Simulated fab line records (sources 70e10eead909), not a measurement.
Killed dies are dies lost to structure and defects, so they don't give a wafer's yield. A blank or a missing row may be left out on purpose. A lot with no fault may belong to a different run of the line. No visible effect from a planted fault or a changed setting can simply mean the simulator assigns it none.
fab line records | flow nand_harc
record: lots: 4 | wafers: 12 | last_day: 33
route steps=1302 shown A_CHANNEL_HOLE_D2@570 END@1301
lots that met no fault: from a run of the same line without faults
start_h: the number of hours between the record's first day and the start of the first shown wafer of the lot | wait_h: hours from the lot's prior step to this one | " identical to the entry in the row above | L1.1+2: a row that stands for several wafers | - value missing, or start not given | * or withheld: withheld | < > ~ a bound
route shown NAME@n: NAME is a module with steps in the file, n the number in the route of the first one | usual: mean/standard deviation taken from wafers without a fault | same: alike in all rows | chamber/n: place in a boat | sites: each site's reading | _std_site: standard deviation of those values | _edge_site: outer sites' mean less inner sites' | radius_mm: for every site, how far away it sits from the centre of the wafer | mask NAME#n: copy n | behind: the most recent tool/chamber to have shaped the wafer | hold: why the lot went on hold/how many hours it stayed there/how the hold came to an end | device: which transistor (n, p or np) failed to switch | end of line: tests run on the same wafers once the route is complete | a step without rows: its recipe alone | killed: not the wafer's yield, but the dies lost to structure and defects at the first sort | map: dies across one wafer; x = killed, . = not, _ = none there
set.NAME: the setting as run; set.NAME@STEP: as run at that earlier step | model.NAME: the simulator's own value behind a step, which no gauge read
lots at some steps of the route; a table a step, a row a wafer
services: the hour from which a tool's chamber was out of use, counted from the record's first day as start_h (under 0 if before that day), plus the number of hours and why
== steps ==
step: NHARC_A_CHANNEL_HOLE_D2_DEP_00
recipe: target_thk_a: 31000 | temp_c: 400 | material: aC
step: NHARC_A_CHANNEL_HOLE_D2_DEP_01
recipe: target_thk_a: 1400 | target_thk_nm: 140 | temp_c: 400 | pressure_torr: 3.5 | flow_sccm: 200 | rf_w: 350 | material: SiON
step: NHARC_A_CHANNEL_HOLE_D2_DEHYDRATE_02
recipe: temp_c: 150 | time_s: 120
step: NHARC_A_CHANNEL_HOLE_D2_HMDS_03
recipe: time_s: 30
step: NHARC_A_CHANNEL_HOLE_D2_COAT_36
recipe: temp_c: 260 | time_s: 75
step: NHARC_A_CHANNEL_HOLE_D2_COAT_37
recipe: temp_c: 225 | time_s: 65
step: NHARC_A_CHANNEL_HOLE_D2_COAT_04
recipe: spin_rpm: 1500 | resist_thk_nm: 90
step: NHARC_A_CHANNEL_HOLE_D2_SOFTBAKE_05
recipe: temp_c: 105 | time_s: 55
step: NHARC_A_CHANNEL_HOLE_D2_EBR_06
step: NHARC_A_CHANNEL_HOLE_D2_EXPOSE_07
recipe: na: 1.35 | target_cd_nm: 100 | sigma_outer: 0.3 | dose_mj: 59.65 | mask_id: HOLE_D2
step: NHARC_A_CHANNEL_HOLE_D2_PEB_08
recipe: peb_temp_c: 100 | peb_time_s: 65
usual: chill_plate_temp_C: 22.98/0.098 | heater_power_total_W: 156.6/0.43 | plate_temp_C: 100.04/0.12
lot.wafer | tool           | chamber | start_h | wait_h | chill_plate_temp_C | heater_power_total_W | plate_temp_C
L753.1    | litho_track-04 | 0       | 331.46  | 0.1    | 23.07              | 157.1                | 99.98
L753.4    | "              | 0       | "       | "      | 23.06              | 156.1                | 100.08
L753.6    | "              | 0       | "       | "      | 23.02              | 156.7                | 99.97
L760.1    | litho_track-01 | 0       | 413.57  | 0.1    | 23.00              | 156.1                | 99.99
L760.3    | "              | 0       | "       | "      | 23.20              | 156.3                | 99.87
L760.4    | "              | 0       | "       | "      | 23.08              | 157.1                | 99.93
L770.2    | litho_track-01 | 0       | 514.72  | 0.1    | 23.06              | 163.5                | 103.47
L770.4    | "              | 0       | "       | "      | 23.06              | 164.1                | 103.32
L770.5    | "              | 0       | "       | "      | 23.24              | 164.1                | 103.32
L771.3    | litho_track-01 | 0       | 528.43  | 0.0    | 22.92              | 164.3                | 103.26
L771.4    | "              | 0       | "       | "      | 23.05              | 164.3                | 103.19
L771.6    | "              | 0       | "       | "      | 22.99              | 163.2                | 103.38
step: NHARC_A_CHANNEL_HOLE_D2_DEVELOP_09
recipe: develop_time_s: 35 | dev_temp_c: 23
step: NHARC_A_CHANNEL_HOLE_D2_CD_MEAS_10
recipe: target_cd_nm: 100 | landing_energy_ev: 500
usual: cd_nm: 100.1/0.39
lot.wafer | tool      | chamber | start_h | wait_h | cd_nm
L753.1    | cd_sem-01 | 0       | 331.54  | -      | 99.4
L753.4    | "         | 0       | "       | "      | 100.5
L753.6    | "         | 0       | "       | "      | 100.1
L760.1    | cd_sem-01 | 0       | 413.64  | -      | 100.2
L760.3    | "         | 0       | "       | "      | 100.6
L760.4    | "         | 0       | "       | "      | 100.5
L770.2    | cd_sem-02 | 0       | 514.80  | -      | 108.6
L770.4    | "         | 0       | "       | "      | 108.4
L770.5    | "         | 0       | "       | "      | 108.2
L771.3    | cd_sem-01 | 0       | 528.51  | -      | 109.3
L771.4    | "         | 0       | "       | "      | 109.6
L771.6    | "         | 0       | "       | "      | 108.6
step: NHARC_A_CHANNEL_HOLE_D2_DESCUM_15
recipe: time_s: 3 | o2_flow_sccm: 200 | ar_flow_sccm: 0 | bias_power_w: 0 | chemistry: O2
usual: drypump_motor_current_A: 5.6/0.49 | mfc_ar_sccm: 0.011/0.012 | oes_product_au: 0.998/0.0079 | rf_vpp_V: 57.8/0.81 | showerhead_plenum_p_Torr: 1.92/0.058 | throttle_valve_pct: 11.310/0.0088
lot.wafer | tool        | chamber | start_h | wait_h | drypump_motor_current_A | mfc_ar_sccm | oes_product_au | rf_hours_counter_h | rf_vpp_V | showerhead_plenum_p_Torr | throttle_valve_pct | model.A_CHANNEL_HOLE_D2.cd_nm
L753.1    | rie_diel-04 | 0       | 331.75  | 0.1    | 4.9                     | 0.036       | 0.990          | 8.2                | 58.9     | 1.87                     | 11.318             | 100.2
L753.4    | "           | 1       | "       | "      | 5.6                     | 0.004       | 0.988          | 8.3                | 56.7     | 1.93                     | 11.302             | 100.1
L753.6    | "           | 3       | "       | "      | 5.9                     | 0.035       | 1.006          | -                  | 57.8     | 2.01                     | 11.326             | 100.1
L760.1    | rie_diel-08 | 2       | 413.84  | 0.1    | 5.2                     | 0           | 0.984          | 2.5                | 58.2     | 1.91                     | 11.309             | 100.4
L760.4    | "           | 3       | "       | "      | 5.7                     | 0.017       | 0.996          | 2.3                | 57.9     | 1.98                     | 11.321             | 101
L760.3    | "           | 0       | "       | "      | 6.0                     | 0.011       | 1.000          | 0.6                | 58.0     | 1.90                     | 11.307             | 100.7
L770.4    | rie_diel-13 | 0       | 514.99  | 0.1    | 5.6                     | 0.012       | 0.991          | 9.4                | 58.4     | 1.85                     | 11.302             | 108.3
L770.2    | "           | 2       | "       | "      | 5.5                     | 0.004       | 0.995          | 9.5                | 58.1     | 1.83                     | 11.322             | 108.3
L770.5    | "           | 1       | "       | "      | 6.6                     | 0.015       | 0.980          | -                  | 58.3     | 1.98                     | 11.307             | 108.3
L771.3    | rie_diel-13 | 0       | 528.69  | 0.1    | 5.6                     | 0.012       | 1.004          | 0                  | 57.8     | 1.85                     | 11.312             | 108.4
L771.4    | "           | 3       | "       | "      | 5.9                     | 0           | 0.996          | 0                  | 57.5     | 1.90                     | 11.318             | 109.2
L771.6    | "           | 0       | "       | "      | 5.6                     | 0.012       | 1.002          | -                  | 57.2     | 1.85                     | 11.324             | 108.2
step: NHARC_A_CHANNEL_HOLE_D2_ETCH_38
recipe: target_depth_a: 390 | over_etch_frac: 0.3 | time_s: 65 | ion_energy_ev: 80 | cf4_flow_sccm: 150 | ar_flow_sccm: 0 | rf_w: 300 | bias_w: 100 | chemistry: CF4
step: NHARC_A_CHANNEL_HOLE_D2_ETCH_39
recipe: target_depth_a: 2600 | over_etch_frac: 0.3 | time_s: 325 | ion_energy_ev: 200 | n2_flow_sccm: 150 | h2_flow_sccm: 150 | ar_flow_sccm: 0 | rf_w: 400 | bias_w: 150 | chemistry: N2/H2
step: NHARC_A_CHANNEL_HOLE_D2_ETCH_34
recipe: target_depth_a: 1540 | time_s: 77 | cf4_flow_sccm: 100 | chf3_flow_sccm: 30 | ar_flow_sccm: 0 | rf_w: 500 | bias_w: 200 | chemistry: CF4/CHF3
step: NHARC_A_CHANNEL_HOLE_D2_ETCH_16
recipe: target_depth_a: 31000 | over_etch_frac: 0.3 | time_s: 806 | ion_energy_ev: 150 | o2_flow_sccm: 400 | cos_flow_sccm: 20 | ar_flow_sccm: 0 | rf_w: 500 | bias_w: 300 | chemistry: O2/COS
step: NHARC_A_CHANNEL_HOLE_D2_CD_MEAS_18
usual: cd_nm: 98.8/1.7
lot.wafer | tool      | chamber | start_h | wait_h | cd_nm
L753.1    | cd_sem-01 | -       | 332.83  | -      | 97.5
L753.4    | "         | -       | "       | "      | 96.4
L753.6    | "         | -       | "       | "      | 95.5
L760.1    | cd_sem-02 | -       | 414.94  | -      | 98.3
L760.3    | "         | -       | "       | "      | 97.0
L760.4    | "         | -       | "       | "      | 97.7
L770.2    | cd_sem-03 | -       | 516.10  | -      | 106.1
L770.4    | "         | -       | "       | "      | 106.0
L770.5    | "         | -       | "       | "      | 105.1
L771.3    | cd_sem-03 | -       | 529.80  | -      | 109.3
L771.4    | "         | -       | "       | "      | 106.9
L771.6    | "         | -       | "       | "      | 106.4
step: NHARC_A_CHANNEL_HOLE_D2_ETCH_19
recipe: bias_v: 1200 | source_w: 2500 | pressure_mtorr: 15 | time_s: 34.5 | ar_flow_sccm: 375 | c4f8_flow_sccm: 28.8 | o2_flow_sccm: 96.2 | temp_c: -20 | target_depth_a: * | chemistry: C4F8/O2/Ar
step: NHARC_A_CHANNEL_HOLE_D2_ETCH_20
recipe: bias_v: 3000 | source_w: withheld | pressure_mtorr: 20 | time_s: 361.9 | ar_flow_sccm: 375 | c4f8_flow_sccm: 89.3 | o2_flow_sccm: 35.7 | temp_c: -20 | target_depth_a: 16000 | chemistry: C4F8/O2/Ar
step: NHARC_A_CHANNEL_HOLE_D2_ETCH_21
recipe: bias_v: 3000 | source_w: withheld | pressure_mtorr: 20 | time_s: 514.3 | ar_flow_sccm: 375 | c4f8_flow_sccm: 89.3 | o2_flow_sccm: 35.7 | temp_c: -20 | target_depth_a: 16000 | chemistry: C4F8/O2/Ar
step: NHARC_A_CHANNEL_HOLE_D2_ETCH_22
recipe: bias_v: 3000 | source_w: withheld | pressure_mtorr: 20 | time_s: 666.7 | ar_flow_sccm: 375 | c4f8_flow_sccm: 89.3 | o2_flow_sccm: 35.7 | temp_c: -20 | target_depth_a: 16000 | chemistry: C4F8/O2/Ar
step: NHARC_A_CHANNEL_HOLE_D2_ETCH_23
recipe: bias_v: 5000 | source_w: withheld | pressure_mtorr: 20 | time_s: 819 | ar_flow_sccm: 375 | c4f8_flow_sccm: 89.3 | o2_flow_sccm: 35.7 | temp_c: -20 | target_depth_a: 16000 | chemistry: C4F8/O2/Ar
step: NHARC_A_CHANNEL_HOLE_D2_ETCH_24
recipe: bias_v: 5000 | source_w: withheld | pressure_mtorr: 20 | time_s: 906.2 | ar_flow_sccm: 375 | c4f8_flow_sccm: 93.8 | o2_flow_sccm: 31.2 | temp_c: -20 | target_depth_a: 15000 | chemistry: C4F8/O2/Ar
step: NHARC_A_CHANNEL_HOLE_D2_ETCH_25
recipe: bias_v: 5000 | source_w: withheld | pressure_mtorr: 20 | time_s: 1040.2 | ar_flow_sccm: 375 | c4f8_flow_sccm: 93.8 | o2_flow_sccm: 31.2 | temp_c: -20 | target_depth_a: 15000 | chemistry: C4F8/O2/Ar
step: NHARC_A_CHANNEL_HOLE_D2_ETCH_26
recipe: bias_v: 300 | source_w: 2000 | pressure_mtorr: 30 | time_s: 224.1 | ar_flow_sccm: 375 | c4f8_flow_sccm: 11.4 | o2_flow_sccm: 113.6 | temp_c: -20 | target_depth_a: 3000 | chemistry: C4F8/O2/Ar
step: NHARC_A_CHANNEL_HOLE_D2_ETCH_27
recipe: bias_v: 400 | source_w: 2000 | pressure_mtorr: 25 | time_s: 90 | ar_flow_sccm: 375 | c4f8_flow_sccm: 41.7 | o2_flow_sccm: 83.3 | temp_c: -20 | target_depth_a: 4000 | chemistry: C4F8/O2/Ar
step: NHARC_A_CHANNEL_HOLE_D2_STRIP_41
recipe: n2_flow_sccm: 150 | h2_flow_sccm: 150 | ar_flow_sccm: 0 | bias_w: 0 | chemistry: N2/H2
step: NHARC_A_CHANNEL_HOLE_D2_STRIP_42
recipe: cf4_flow_sccm: 100 | chf3_flow_sccm: 30 | ar_flow_sccm: 0 | bias_w: 0 | chemistry: CF4/CHF3
step: NHARC_A_CHANNEL_HOLE_D2_STRIP_43
recipe: o2_flow_sccm: 400 | cos_flow_sccm: 20 | ar_flow_sccm: 0 | bias_w: 0 | chemistry: O2/COS
step: NHARC_A_CHANNEL_HOLE_D2_ETCH_44
recipe: target_depth_a: 1400 | overetch_a: 140 | time_s: 77 | ion_energy_ev: 100 | cf4_flow_sccm: 80 | o2_flow_sccm: 20 | ar_flow_sccm: 0 | rf_w: 300 | bias_w: 100 | chemistry: CF4/O2
usual: drypump_motor_current_A: 5.5/0.47 | mfc_ar_sccm: 0.011/0.012 | oes_product_au: 0.998/0.0083 | rf_vpp_V: 197.9/1 | showerhead_plenum_p_Torr: 1.34/0.039 | throttle_valve_pct: 13.398/0.01
lot.wafer | tool        | chamber | start_h | wait_h | drypump_motor_current_A | mfc_ar_sccm | oes_product_au | rf_hours_counter_h | rf_vpp_V | showerhead_plenum_p_Torr | throttle_valve_pct | model.A_CHANNEL_HOLE_D2.cd_nm
L753.1    | rie_diel-08 | 1       | 340.17  | 0.1    | 5.1                     | 0           | 0.998          | 6.5                | 197.3    | 1.30                     | 13.394             | 89.78
L753.6    | "           | 1       | "       | "      | 5.1                     | 0           | 0.993          | -                  | 196.5    | 1.30                     | 13.406             | 90.44
L753.4    | "           | 3       | "       | "      | 5.7                     | 0.017       | 0.991          | -                  | 198.6    | 1.38                     | 13.405             | 89.97
L760.1    | rie_diel-04 | 0       | 419.72  | 0.1    | 4.9                     | 0.036       | 1.010          | 2.9                | 197.3    | 1.30                     | 13.381             | 90.76
L760.3    | "           | 1       | "       | "      | 5.5                     | 0.004       | 1.001          | 2.9                | 198.6    | 1.34                     | 13.412             | 91.46
L760.4    | "           | 2       | "       | "      | 5.0                     | 0           | 1.005          | 3.5                | 199.7    | 1.39                     | 13.409             | 90.77
L770.2    | rie_diel-08 | 3       | 520.91  | 0.0    | 5.7                     | 0.017       | 0.993          | 9.0                | 198.8    | 1.38                     | 13.396             | 99.29
L770.4    | "           | 1       | "       | "      | 5.1                     | 0           | 0.999          | 9.2                | 197.3    | 1.30                     | 13.391             | 99.11
L770.5    | "           | 0       | "       | "      | 6.0                     | 0.011       | 1.006          | -                  | 196.2    | 1.32                     | 13.381             | 98.98
L771.4    | rie_diel-13 | 2       | 537.40  | 0.1    | 5.5                     | 0.004       | 1.007          | 1.0                | 196.8    | 1.27                     | 13.394             | 98.94
L771.3    | "           | 3       | "       | "      | 5.9                     | 0           | 0.994          | 0.9                | 197.9    | 1.32                     | 13.408             | 100.7
L771.6    | "           | 2       | "       | "      | 5.5                     | 0.004       | 1.004          | -                  | 197.0    | 1.27                     | 13.388             | 99.33
step: NHARC_A_CHANNEL_HOLE_D2_STRIP_28
recipe: o2_flow_sccm: 500 | ar_flow_sccm: 0 | bias_w: 0 | chemistry: O2
step: NHARC_A_CHANNEL_HOLE_D2_PRECLEAN_29
recipe: time_s: * | temp_c: 50 | bath_age_min: 0 | chemistry: SC1
step: NHARC_A_CHANNEL_HOLE_D2_SRD_30
step: NHARC_A_CHANNEL_HOLE_D2_CD_MEAS_31
usual: cd_nm: 90.2/0.81
lot.wafer | tool      | chamber | start_h | wait_h | cd_nm
L753.1    | cd_sem-03 | -       | 341.09  | -      | 89.9
L753.4    | "         | -       | "       | "      | 90.0
L753.6    | "         | -       | "       | "      | 90.5
L760.1    | cd_sem-02 | -       | 420.51  | -      | 90.8
L760.3    | "         | -       | "       | "      | 91.5
L760.4    | "         | -       | "       | "      | 91.0
L770.2    | cd_sem-01 | -       | 521.72  | -      | 99.1
L770.4    | "         | -       | "       | "      | 98.5
L770.5    | "         | -       | "       | "      | 98.8
L771.3    | cd_sem-01 | -       | 538.19  | -      | 101.3
L771.4    | "         | -       | "       | "      | 99.3
L771.6    | "         | -       | "       | "      | 99.4
step: NHARC_A_CHANNEL_HOLE_D2_XSEM_32
recipe: landing_energy_ev: 35000
usual: bot_cd_nm: 74.8/1.1 | bow_nm: 8.63/0.26 | tilt_deg: 0.07/0.04
lot.wafer | tool    | chamber | start_h | wait_h | bot_cd_nm | bow_nm | tilt_deg
L753.1    | xsem-01 | 0       | 341.17  | 0.1    | 76.5      | 8.55   | 0.08
L753.4    | "       | 0       | "       | "      | 75.7      | 8.60   | 0.08
L753.6    | "       | 0       | "       | "      | 77.3      | 8.58   | 0.08
L760.1    | xsem-02 | 0       | 420.60  | 0.1    | 75.0      | 8.60   | 0.11
L760.3    | "       | 0       | "       | "      | 75.8      | 8.60   | 0.11
L760.4    | "       | 0       | "       | "      | 75.8      | 8.60   | 0.11
L770.2    | xsem-02 | 0       | 521.81  | 0.1    | 83.5      | 8.35   | 0.03
L770.4    | "       | 0       | "       | "      | 83.2      | 8.38   | 0.03
L770.5    | "       | 0       | "       | "      | 84.3      | 8.22   | 0.03
L771.3    | xsem-01 | 0       | 538.28  | 0.1    | 85.2      | 8.51   | 0.10
L771.4    | "       | 0       | "       | "      | 83.8      | 8.54   | 0.10
L771.6    | "       | 0       | "       | "      | 83.1      | 8.43   | 0.10
step: NHARC_END_WLT_00
usual: VT_DECK1_BOTTOM: 0.872/0.0073 | VT_DECK1_BOTTOM_INNER: 0.872/0.0072 | VT_DECK1_MEDIAN_NEAR_BOTTOM: 0.874/0.007 | VT_DECK1_MEDIAN_NEAR_BOTTOM_INNER: 0.874/0.0075 | VT_DECK1_MIDDLE: 0.885/0.0079 | VT_DECK1_MIDDLE_INNER: 0.885/0.0077 | VT_DECK1_TOP: 0.896/0.0083 | VT_DECK1_TOP_INNER: 0.895/0.0071 | VT_DECK2_BOTTOM: 0.874/0.0088 | VT_DECK2_BOTTOM_INNER: 0.874/0.0093 | VT_DECK2_MEDIAN_NEAR_BOTTOM: 0.875/0.0092 | VT_DECK2_MEDIAN_NEAR_BOTTOM_INNER: 0.875/0.0088 | VT_DECK2_MIDDLE: 0.887/0.0088 | VT_DECK2_MIDDLE_INNER: 0.887/0.0087 | VT_DECK2_TOP: 0.898/0.0084 | VT_DECK2_TOP_INNER: 0.898/0.0092
lot.wafer | tool      | chamber | start_h | wait_h | VT_DECK1_BOTTOM | VT_DECK1_BOTTOM_INNER | VT_DECK1_MEDIAN_NEAR_BOTTOM | VT_DECK1_MEDIAN_NEAR_BOTTOM_INNER | VT_DECK1_MIDDLE | VT_DECK1_MIDDLE_INNER | VT_DECK1_TOP | VT_DECK1_TOP_INNER | VT_DECK2_BOTTOM | VT_DECK2_BOTTOM_INNER | VT_DECK2_MEDIAN_NEAR_BOTTOM | VT_DECK2_MEDIAN_NEAR_BOTTOM_INNER | VT_DECK2_MIDDLE | VT_DECK2_MIDDLE_INNER | VT_DECK2_TOP | VT_DECK2_TOP_INNER
L753.1    | prober-01 | -       | 595.17  | 0.0    | 0.868           | 0.877                 | 0.874                       | 0.871                             | 0.882           | 0.880                 | 0.901        | 0.881              | 0.871           | 0.865                 | 0.871                       | 0.868                             | 0.883           | 0.873                 | 0.889        | 0.894
L753.4    | "         | -       | 596.66  | 1.5    | 0.877           | 0.866                 | 0.869                       | 0.868                             | 0.878           | 0.878                 | 0.888        | 0.887              | 0.865           | 0.865                 | 0.870                       | 0.865                             | 0.878           | 0.886                 | 0.899        | 0.898
L753.6    | "         | -       | 597.66  | 2.5    | 0.877           | 0.874                 | 0.865                       | 0.871                             | 0.882           | 0.884                 | 0.895        | 0.900              | 0.872           | 0.865                 | 0.872                       | 0.870                             | 0.889           | 0.880                 | 0.898        | 0.888
L760.1    | prober-01 | -       | 687.47  | 7.8    | 0.884           | 0.871                 | 0.874                       | 0.871                             | 0.889           | 0.890                 | 0.906        | 0.895              | 0.873           | 0.866                 | 0.875                       | 0.870                             | 0.886           | 0.883                 | 0.888        | 0.893
L760.3    | "         | -       | 688.48  | 8.8    | 0.879           | 0.881                 | 0.879                       | 0.886                             | 0.889           | 0.892                 | 0.898        | 0.905              | 0.866           | 0.880                 | 0.873                       | 0.877                             | 0.886           | 0.890                 | 0.897        | 0.898
L760.4    | "         | -       | "       | "      | 0.872           | 0.880                 | 0.880                       | 0.875                             | 0.888           | 0.889                 | 0.901        | 0.896              | 0.873           | 0.869                 | 0.871                       | 0.875                             | 0.876           | 0.879                 | 0.894        | 0.895
L770.2    | prober-01 | -       | 788.66  | 8.3    | 0.879           | 0.881                 | 0.876                       | 0.876                             | 0.887           | 0.891                 | 0.898        | 0.904              | 0.897           | 0.895                 | 0.884                       | 0.896                             | 0.900           | 0.904                 | 0.916        | 0.905
L770.4    | "         | -       | 789.67  | 9.3    | 0.881           | 0.870                 | 0.873                       | 0.876                             | 0.894           | 0.889                 | 0.891        | 0.901              | 0.887           | 0.888                 | 0.891                       | 0.900                             | 0.899           | 0.903                 | 0.905        | 0.916
L770.5    | "         | -       | "       | "      | 0.876           | 0.881                 | 0.872                       | 0.874                             | 0.889           | 0.891                 | 0.892        | 0.893              | 0.885           | 0.897                 | 0.897                       | 0.887                             | 0.900           | 0.896                 | 0.910        | 0.910
L771.3    | prober-01 | -       | 797.02  | 6.6    | 0.874           | 0.879                 | 0.881                       | 0.872                             | 0.882           | 0.885                 | 0.893        | 0.891              | 0.913           | 0.909                 | 0.910                       | 0.902                             | 0.924           | 0.909                 | 0.920        | 0.926
L771.4    | "         | -       | "       | "      | 0.870           | 0.871                 | 0.874                       | 0.876                             | 0.886           | 0.891                 | 0.899        | 0.898              | 0.902           | 0.899                 | 0.911                       | 0.904                             | 0.920           | 0.915                 | 0.920        | 0.916
L771.6    | "         | -       | 798.55  | 8.2    | 0.873           | 0.872                 | 0.872                       | 0.881                             | 0.890           | 0.880                 | 0.895        | 0.896              | 0.901           | 0.906                 | 0.903                       | 0.905                             | 0.916           | 0.918                 | 0.923        | 0.925
step: NHARC_END_SORT_01
recipe: temp_c: 25
usual: killed_at_array: 59/17 | killed_at_other: 0.7/0.9 | killed_at_periphery: 3.6/2.3 | killed_dies: 63/18 | killed_open: 3.4/1.9 | killed_short: 2.6/1.7
same: gross_dies: 677
lot.wafer | tool      | chamber | start_h | wait_h | killed_at_array | killed_at_other | killed_at_periphery | killed_dies | killed_open | killed_short
L753.1    | prober-01 | 0       | 598.16  | 2.5    | 69              | 1               | 2                   | 72          | 2           | 1
L771.3    | prober-01 | 0       | 800.66  | 3.1    | 82              | 1               | 1                   | 84          | 2           | 2
killed by level:class
L753.1 A_CHANNEL_HOLE_D1:chamber_film_flake=33 A_SLIT:chamber_film_flake=21 A_CHANNEL_HOLE_D2:chamber_film_flake=9 A_CHANNEL_FILL_D1:chamber_film_flake=2 A_STAIRCASE:chamber_film_flake=2 P_M0:geometric_particle:short=1 P_M1:geometric_particle:open=1 A_ONON_D2:geometric_particle:open=1
L771.3 A_CHANNEL_HOLE_D2:chamber_film_flake=36 A_CHANNEL_HOLE_D1:chamber_film_flake=21 A_SLIT:chamber_film_flake=10 A_CONTACT:chamber_film_flake=6 A_STAIRCASE:chamber_film_flake=3 A_CHANNEL_HOLE_D2:area_peb=3 P_CONTACT:geometric_particle:open=1 A_ONON_D1:geometric_particle:open=1
== services ==
tool           | chamber | start_h | hours | kind
rie_diel-13    | 0       | 321.00  | -     | clean
rie_diel-13    | 1       | 321.00  | -     | clean
rie_diel-13    | 2       | 321.00  | -     | clean
rie_diel-13    | 3       | 321.00  | -     | clean
rie_diel-08    | 0       | 322.30  | -     | clean
rie_diel-08    | 1       | 322.30  | -     | clean
rie_diel-08    | 2       | 322.30  | -     | clean
litho_track-01 | -       | 330.00  | 7.0   | pm
rie_diel-08    | 2       | 335.88  | 5.3   | repair
rie_diel-13    | -       | 342.00  | 9.0   | pm
rie_diel-04    | -       | 354.90  | 9.0   | pm
rie_diel-08    | 0       | 356.13  | 5.0   | repair
rie_diel-08    | -       | 367.80  | 9.0   | pm
xsem-01        | -       | 374.00  | 14.0  | pm
litho_track-04 | -       | 378.00  | 7.0   | pm
rie_diel-08    | 0       | 390.50  | 23.0  | repair
rie_diel-04    | 0       | 391.23  | 3.2   | repair
rie_diel-13    | 1       | 419.44  | 5.6   | repair
rie_diel-04    | 3       | 422.81  | 5.7   | repair
rie_diel-08    | 0       | 467.70  | 5.3   | repair
rie_diel-04    | 1       | 470.09  | 27.1  | repair
litho_track-01 | -       | 505.00  | 7.0   | pm
rie_diel-13    | -       | 519.47  | 9.0   | pm
rie_diel-04    | -       | 531.90  | 9.0   | pm
== key ==
first_sign: step: NHARC_A_CHANNEL_HOLE_D2_PEB_08 | reading: plate_temp_C | direction: up | sigmas: 28 | usual: * | struck: *
effect: step: NHARC_A_CHANNEL_HOLE_D2_PEB_08 | reading: heater_power_total_W | direction: up | sigmas: 17 | usual: * | struck: *
effect: step: NHARC_A_CHANNEL_HOLE_D2_CD_MEAS_10 | reading: cd_nm | direction: up | sigmas: 22 | usual: 100.1 | struck: 108.8
effect: step: NHARC_A_CHANNEL_HOLE_D2_CD_MEAS_18 | reading: cd_nm | direction: up | sigmas: 4.7 | usual: 98.8 | struck: 106.6
effect: step: NHARC_A_CHANNEL_HOLE_D2_CD_MEAS_31 | reading: cd_nm | direction: up | sigmas: 11 | usual: 90.2 | struck: 99.4
effect: step: NHARC_A_CHANNEL_HOLE_D2_XSEM_32 | reading: bot_cd_nm | direction: up | sigmas: 8.5 | usual: 74.8 | struck: 83.8
effect: step: NHARC_END_WLT_00 | reading: VT_DECK2_MEDIAN_NEAR_BOTTOM_INNER | direction: up | sigmas: 2.7 | usual: 0.875 | struck: 0.899
model_effect: step: NHARC_A_CHANNEL_HOLE_D2_DESCUM_15 | value: A_CHANNEL_HOLE_D2.cd_nm | without: 99.63 | struck: 108.4
model_effect: step: NHARC_A_CHANNEL_HOLE_D2_ETCH_44 | value: A_CHANNEL_HOLE_D2.cd_nm | without: 90.58 | struck: 99.38
met_at NHARC_A_CHANNEL_HOLE_D2_PEB_08
struck_wafers L770.2,L770.4,L770.5,L771.3,L771.4,L771.6
tester_left_out L770,L771
onset_between 413.57 514.72
fault: kind: process_parameter_drift | tool: litho_track-01 | chamber: - | onset_h: 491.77 | steps: NHARC_A_CHANNEL_HOLE_D2_PEB_08 | channel: peb_temp_c | offset: * | shape: step | end_h: 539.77 | acts_in: * | stated: *
tester_left_out: of these lots the tester's yield and bins aren't shown, on N5 and GAA mostly nor the transistor test; their killed dies are dies lost to structure and defects alone, not to doping, threshold or leakage, so they don't give the yield
